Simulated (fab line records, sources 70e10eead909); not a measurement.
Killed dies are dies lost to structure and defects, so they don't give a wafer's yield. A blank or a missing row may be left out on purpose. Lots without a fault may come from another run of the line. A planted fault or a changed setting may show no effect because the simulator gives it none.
fab line records | flow nand_harc
record lots=15 wafers=45 last_day=31
route steps=1302 shown A_CONTACT@1009
lots that met no fault: from a run of the same line without faults
start_h: hours from the record's first day to the start of the lot's first wafer shown | wait_h: hours since the lot's step before | " the same as in the row above | L1.1+2: a row that stands for several wafers | - no value, or no start given | * or withheld: withheld | < > ~ a bound
route shown NAME@n: a module of which the file shows steps, and the number in the route of the first | usual: mean/standard deviation of fault-free wafers | same: alike in all rows | chamber/n: place in a boat | sites: the reading at each site | _std_site: their standard deviation | _edge_site: outer sites' mean less inner sites' | radius_mm: how far each site lies from the wafer's centre | mask NAME#n: copy n | behind: the tool/chamber that last shaped the wafer | hold: why the lot was held/for how many hours/how that ended | device: the transistor (n, p or np) that didn't switch | end of line: the same wafers' tests at the end of the route | a step without rows: its recipe alone | killed: dies lost to structure and defects at the first sort, not the wafer's yield | map: a wafer's dies, x killed, . not, _ none there
set.NAME: the setting as run; set.NAME@STEP: as run at that earlier step | model.NAME: the simulator's own value behind a step, which no gauge read
steps of the route over a sample of lots; a table a step, a row a wafer
services: from which hour (start_h, from the record's first day; less than 0 if before it) a tool's chamber was out of use, for how many hours, and why
## steps
# step NHARC_A_CONTACT_ETCH_115
# recipe source_w=withheld pressure_mtorr=20 bias_v=3000 time_s=190 target_depth_a=18500 ar_flow_sccm=withheld c4f8_flow_sccm=withheld o2_flow_sccm=withheld chemistry=C4F8/O2/Ar
# usual chamber_pressure_mTorr=19.999/0.02 oes_air_line_au=1.001/0.019
# same time_s=190
# columns lot.wafer tool chamber start_h wait_h chamber_pressure_mTorr oes_air_line_au rf_hours_counter_h
L136.2 har_cap_etch-02 1 514.97 0.1 20.013 0.986 83
L136.4 " 0 " " 20.010 1.021 -
L136.5 " 1 " " 19.980 0.974 -
L138.2 har_cap_etch-03 0 531.17 0.1 19.995 0.986 50
L138.5 " 1 " " 19.970 1.021 -
L138.6 " 0 " " 20.002 1.044 -
L139.4 har_cap_etch-02 0 560.35 0.1 19.992 0.995 -
L139.3 " 1 " " 19.999 1.005 -
L139.5 " 0 " " 19.979 0.973 -
L141.2 har_cap_etch-03 0 570.88 0.1 20.006 0.991 53
L141.4 " 0 " " 20.032 1.002 -
L141.5 " 0 " " 20.000 0.980 -
L140.2 har_cap_etch-02 1 577.86 0.1 19.977 1.008 92
L140.3 " 1 " " 19.999 1.018 -
L140.5 " 0 " " 20.024 1.009 -
L143.1 har_cap_etch-01 1 587.15 0.9 19.981 0.979 9
L143.4 " 1 " " 19.973 0.986 -
L143.6 " 0 " " 20.034 1.007 -
L142.2 har_cap_etch-03 0 596.46 0.1 20.009 0.996 59
L142.5 " 0 " " 19.991 0.990 -
L142.6 " 1 " " 19.992 0.995 -
L148.1 har_cap_etch-02 1 622.24 0.1 19.995 1.007 102
L148.4 " 1 " " 19.995 0.965 -
L148.5 " 1 " " 19.992 0.999 -
L147.2 har_cap_etch-03 1 623.66 0.1 20.034 1.010 66
L147.1 " 0 " " 20.004 0.989 66
L147.6 " 1 " " 20.011 1.005 -
L146.4 har_cap_etch-01 0 626.57 0.1 20.001 0.989 -
L146.3 " 1 " " 19.975 0.976 -
L146.6 " 0 " " 20.001 0.983 -
L153.2 har_cap_etch-03 0 668.17 0.1 19.996 0.990 74
L153.3 " 1 " " 20.000 1.013 -
L153.5 " 1 " " 20.047 0.967 -
L151.2 har_cap_etch-02 1 673.00 0.2 20.015 1.009 113
L151.5 " 0 " " 20.011 1.014 -
L151.6 " 1 " " 19.965 1.013 -
L154.1 har_cap_etch-01 1 680.70 0.1 19.986 0.991 29
L154.4 " 0 " " 20.001 1.015 -
L154.5 " 1 " " 20.021 0.997 -
L155.1 har_cap_etch-03 0 709.73 0.1 19.987 1.029 82
L155.4 " 1 " " 20.037 1.019 -
L155.5 " 1 " " 20.015 1.041 -
L156.1 har_cap_etch-01 0 711.11 0.2 20.026 1.000 34
L156.5 " 1 " " 20.003 1.007 -
L156.6 " 0 " " 20.001 0.993 -
# step NHARC_A_CONTACT_ETCH_121
# recipe source_w=withheld pressure_mtorr=20 bias_v=3000 time_s=190 target_depth_a=18500 ar_flow_sccm=withheld c4f8_flow_sccm=withheld o2_flow_sccm=withheld chemistry=C4F8/O2/Ar
# usual chamber_pressure_mTorr=19.999/0.016 oes_air_line_au=1.001/0.02
# same time_s=190
# columns lot.wafer tool chamber start_h wait_h chamber_pressure_mTorr oes_air_line_au rf_hours_counter_h
L136.2 har_cap_etch-02 1 515.99 0.1 20.012 1.000 84
L136.4 " 0 " " 19.970 1.021 -
L136.5 " 1 " " 19.949 0.999 -
L138.2 har_cap_etch-03 0 532.19 0.1 19.991 0.971 51
L138.5 " 1 " " 20.005 1.021 -
L138.6 " 0 " " 19.992 0.985 -
L139.4 har_cap_etch-02 0 561.38 0.1 20.015 1.013 -
L139.3 " 1 " " 19.993 1.028 -
L139.5 " 0 " " 19.990 1.009 -
L141.2 har_cap_etch-03 0 571.90 0.1 20.009 0.985 54
L141.4 " 0 " " 20.009 0.990 -
L141.5 " 0 " " 19.996 1.007 -
L140.2 har_cap_etch-02 1 578.87 0.1 19.974 0.970 93
L140.3 " 1 " " 19.994 1.006 -
L140.5 " 0 " " 20.011 1.004 -
L143.1 har_cap_etch-01 1 588.17 0.1 20.011 1.007 10
L143.4 " 1 " " 19.989 1.040 -
L143.6 " 0 " " 19.983 0.998 -
L142.2 har_cap_etch-03 0 597.48 0.1 19.987 0.974 60
L142.5 " 0 " " 20.005 0.925 -
L142.6 " 1 " " 19.988 0.985 -
L148.1 har_cap_etch-02 1 623.27 0.1 20.008 1.022 103
L148.4 " 1 " " 20.005 1.001 -
L148.5 " 1 " " 20.007 1.021 -
L147.2 har_cap_etch-03 1 624.67 0.1 20.005 1.015 67
L147.1 " 0 " " 20.002 0.982 67
L147.6 " 1 " " 19.980 1.012 -
L146.4 har_cap_etch-01 0 627.59 0.1 20.020 1.004 -
L146.3 " 1 " " 19.996 1.028 -
L146.6 " 0 " " 19.953 0.993 -
L153.2 har_cap_etch-03 0 669.19 0.1 19.976 0.976 75
L153.3 " 1 " " 20.015 0.981 -
L153.5 " 1 " " 20.007 0.984 -
L151.2 har_cap_etch-02 1 674.37 0.2 19.992 1.015 114
L151.5 " 0 " " 20.009 1.010 -
L151.6 " 1 " " 20.027 0.995 -
L154.1 har_cap_etch-01 1 681.72 0.1 20.024 1.001 30
L154.4 " 0 " " 19.979 0.995 -
L154.5 " 1 " " 19.993 1.035 -
L155.1 har_cap_etch-03 0 710.76 0.1 19.995 1.004 83
L155.4 " 1 " " 20.020 1.013 -
L155.5 " 1 " " 19.976 0.988 -
L156.1 har_cap_etch-01 0 712.47 0.2 20.001 0.970 35
L156.5 " 1 " " 19.979 1.021 -
L156.6 " 0 " " 19.992 0.965 -
# step NHARC_A_CONTACT_EXPOSE_66
# recipe na=1.35 sigma_outer=0.8 dose_mj=59.02 mask_id=A_CC_2
# usual exposure_dose_mJ_cm2=58.95/0.059 focus_offset_nm=0.0/0.56 na=1.35/0
# columns lot.wafer tool chamber start_h wait_h mask exposure_dose_mJ_cm2 focus_offset_nm na
L136.2 arfi_scanner-02 0 523.96 - A_CC_2#0 59.00 0.1 1.35
L136.4 " 0 " " A_CC_2#0 59.03 -0.3 1.35
L136.5 " 0 " " A_CC_2#0 59.05 0.3 1.35
L138.2 arfi_scanner-02 0 538.33 - A_CC_2#0 58.97 -1.0 1.35
L138.5 " 0 " " A_CC_2#0 59.04 -0.2 1.35
L138.6 " 0 " " A_CC_2#0 58.96 -0.4 1.35
L139.3 arfi_scanner-03 0 567.66 - A_CC_2#0 58.92 -0.4 1.35
L139.4 " 0 " " A_CC_2#0 59.01 -0.4 1.35
L139.5 " 0 " " A_CC_2#0 58.94 0.6 1.35
L141.2 arfi_scanner-02 0 579.24 - A_CC_2#0 58.95 0.2 1.35
L141.4 " 0 " " A_CC_2#0 58.96 0.3 1.35
L141.5 " 0 " " A_CC_2#0 58.93 -0.5 1.35
L140.2 arfi_scanner-03 0 587.38 - A_CC_2#0 59.05 0.3 1.35
L140.3 " 0 " " A_CC_2#0 58.97 0.5 1.35
L140.5 " 0 " " A_CC_2#0 58.95 -0.1 1.35
L143.1 arfi_scanner-03 0 596.80 - A_CC_2#0 58.95 0.2 1.35
L143.4 " 0 " " A_CC_2#0 58.87 -0.2 1.35
L143.6 " 0 " " A_CC_2#0 58.89 -0.6 1.35
L142.2 arfi_scanner-01 0 606.85 - A_CC_2#0 58.99 -0.3 1.35
L142.5 " 0 " " A_CC_2#0 58.91 -0.7 1.35
L142.6 " 0 " " A_CC_2#0 58.98 0.5 1.35
L148.1 arfi_scanner-01 0 631.33 - A_CC_2#0 58.98 -1.6 1.35
L148.4 " 0 " " A_CC_2#0 59.05 -1.0 1.35
L148.5 " 0 " " A_CC_2#0 59.01 -0.9 1.35
L147.1 arfi_scanner-01 0 633.29 - A_CC_2#0 58.90 0.4 1.35
L147.2 " 0 " " A_CC_2#0 58.90 0.7 1.35
L147.6 " 0 " " A_CC_2#0 58.96 0.3 1.35
L146.3 arfi_scanner-02 0 635.75 - A_CC_2#0 58.97 0.1 1.35
L146.4 " 0 " " A_CC_2#0 58.99 0.3 1.35
L146.6 " 0 " " A_CC_2#0 58.98 0.9 1.35
L153.2 arfi_scanner-03 0 676.65 - A_CC_2#0 58.92 -0.1 1.35
L153.3 " 0 " " A_CC_2#0 58.92 0.9 1.35
L153.5 " 0 " " A_CC_2#0 58.88 0.5 1.35
L151.2 arfi_scanner-01 0 685.66 - A_CC_2#0 59.11 0.5 1.35
L151.5 " 0 " " A_CC_2#0 58.99 0.0 1.35
L151.6 " 0 " " A_CC_2#0 58.96 0.4 1.35
L154.1 arfi_scanner-02 - 692.18 - A_CC_2#0 - - -
L154.4 " - " " A_CC_2#0 - - -
L154.5 " - " " A_CC_2#0 - - -
L155.1 arfi_scanner-01 - 717.18 - A_CC_2#0 - - -
L155.4 " - " " A_CC_2#0 - - -
L155.5 " - " " A_CC_2#0 - - -
L156.1 arfi_scanner-03 - 720.16 - A_CC_2#0 - - -
L156.5 " - " " A_CC_2#0 - - -
L156.6 " - " " A_CC_2#0 - - -
# step NHARC_A_CONTACT_ETCH_124
# recipe source_w=withheld pressure_mtorr=20 bias_v=withheld time_s=140 target_depth_a=7000 ar_flow_sccm=withheld c4f8_flow_sccm=withheld o2_flow_sccm=withheld chemistry=C4F8/O2/Ar
# usual chamber_pressure_mTorr=20.001/0.019 oes_air_line_au=0.999/0.022
# same time_s=140
# columns lot.wafer tool chamber start_h wait_h chamber_pressure_mTorr oes_air_line_au rf_hours_counter_h
L136.2 har_cap_etch-01 1 525.85 - 20.004 1.017 1
L136.4 " 1 " " 20.026 1.047 -
L136.5 " 0 " " 19.978 0.994 -
L138.2 har_cap_etch-01 1 540.26 - 20.014 1.026 3
L138.6 " 1 " " 20.001 1.035 -
L138.5 " 0 " " 20.004 1.029 -
L139.3 har_cap_etch-01 0 569.59 - 20.032 1.001 -
L139.4 " 1 " " 20.001 0.998 -
L139.5 " 1 " " 19.994 1.012 -
L141.2 har_cap_etch-03 1 581.14 - 19.976 0.958 55
L141.4 " 1 " " 19.978 1.005 -
L141.5 " 0 " " 20.017 1.042 -
L140.2 har_cap_etch-03 0 589.25 - 20.004 0.980 57
L140.3 " 0 " " 20.002 0.966 -
L140.5 " 1 " " 20.021 0.986 -
L143.1 har_cap_etch-02 1 598.69 - 20.021 1.040 98
L143.4 " 1 " " 20.026 1.013 -
L143.6 " 1 " " 19.993 1.030 -
L142.2 har_cap_etch-02 1 608.76 - 20.000 0.999 100
L142.5 " 0 " " 19.999 0.990 -
L142.6 " 1 " " 19.994 0.954 -
L148.1 har_cap_etch-02 0 633.20 - 19.993 1.025 104
L148.4 " 1 " " 20.030 1.015 -
L148.5 " 0 " " 20.008 1.015 -
L147.2 har_cap_etch-01 0 635.15 - 20.004 0.987 20
L147.1 " 1 " " 20.002 0.992 20
L147.6 " 1 " " 20.013 0.967 -
L146.4 har_cap_etch-02 1 637.67 - 20.037 1.004 -
L146.3 " 0 " " 20.036 0.991 -
L146.6 " 0 " " 20.003 0.988 -
L153.2 har_cap_etch-03 0 678.52 - 20.014 1.013 76
L153.3 " 1 " " 20.020 0.993 -
L153.5 " 1 " " 20.019 0.973 -
L151.2 har_cap_etch-03 0 687.87 - 20.015 1.012 78
L151.6 " 1 " " 19.975 0.987 -
L151.5 " 0 " " 20.017 1.017 -
L154.1 har_cap_etch-03 1 694.09 - 20.000 0.957 79
L154.4 " 1 " " 20.008 1.015 -
L154.5 " 1 " " 19.963 0.996 -
L155.1 har_cap_etch-02 1 719.45 - 19.976 1.020 119
L155.4 " 0 " " 20.023 0.985 -
L155.5 " 0 " " 19.993 0.962 -
L156.1 har_cap_etch-03 0 722.03 - 19.970 1.006 83
L156.6 " 0 " " 20.013 1.013 -
L156.5 " 1 " " 19.991 0.962 -
## services
# columns tool chamber start_h hours kind
har_cap_etch-01 - 500.26 17.0 pm
har_cap_etch-01 0 500.26 17.0 vent_cycle
har_cap_etch-01 1 500.26 17.0 vent_cycle
arfi_scanner-02 - 515.90 7.7 repair
har_cap_etch-01 0 517.26 - clean
har_cap_etch-01 0 517.26 - consumable_replace:focus_ring
har_cap_etch-01 1 517.26 - clean
arfi_scanner-03 - 535.12 4.9 repair
arfi_scanner-03 - 540.06 4.0 pm
arfi_scanner-03 - 545.35 0.6 repair
arfi_scanner-02 - 581.08 1.1 repair
har_cap_etch-01 - 593.61 0.2 repair
arfi_scanner-01 - 596.01 4.0 pm
arfi_scanner-01 - 607.73 1.2 repair
arfi_scanner-02 - 610.41 0.3 repair
arfi_scanner-01 - 616.71 4.7 repair
har_cap_etch-02 - 616.73 1.2 repair
arfi_scanner-01 - 627.64 0.5 repair
arfi_scanner-01 - 651.29 0.5 repair
arfi_scanner-02 - 656.00 4.0 pm
arfi_scanner-03 - 658.72 6.2 repair
arfi_scanner-02 - 702.71 0.7 repair
arfi_scanner-03 - 712.06 4.0 pm
arfi_scanner-02 - 716.86 1.5 repair
## key
first_sign step=NHARC_A_CONTACT_EXPOSE_66 reading=tool_record direction=missing
effect none on later readings
met_at NHARC_A_CONTACT_EXPOSE_66
struck_lots L154,L155,L156
later_rows_left_out L154.1,L154.4,L154.5,L155.1,L155.4,L155.5,L156.1,L156.5,L156.6
sort_left_out L154.1,L154.4,L154.5,L155.1,L155.4,L155.5,L156.1,L156.5,L156.6
tester_left_out L154,L155,L156
not_acting_at NHARC_A_CONTACT_ETCH_115,NHARC_A_CONTACT_ETCH_121,NHARC_A_CONTACT_ETCH_124
onset_between 685.66 692.18
fault kind=skipped_step_whole tool=arfi_scanner-01,arfi_scanner-02,arfi_scanner-03 chamber=- onset_h=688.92 steps=NHARC_A_CONTACT_EXPOSE_66 scope=struck_lots_only
# tester_left_out: of these lots the tester's yield and bins aren't shown, on N5 and GAA mostly nor the transistor test; their killed dies are dies lost to structure and defects alone, not to doping, threshold or leakage, so they don't give the yield
# sort_left_out: the simulated sort isn't trusted on such a fault, so these wafers' sort isn't shown, and their yield isn't known
# later_rows_left_out: the simulator's readings of these wafers behind a module that went badly wrong aren't trusted and aren't shown, but for the sort
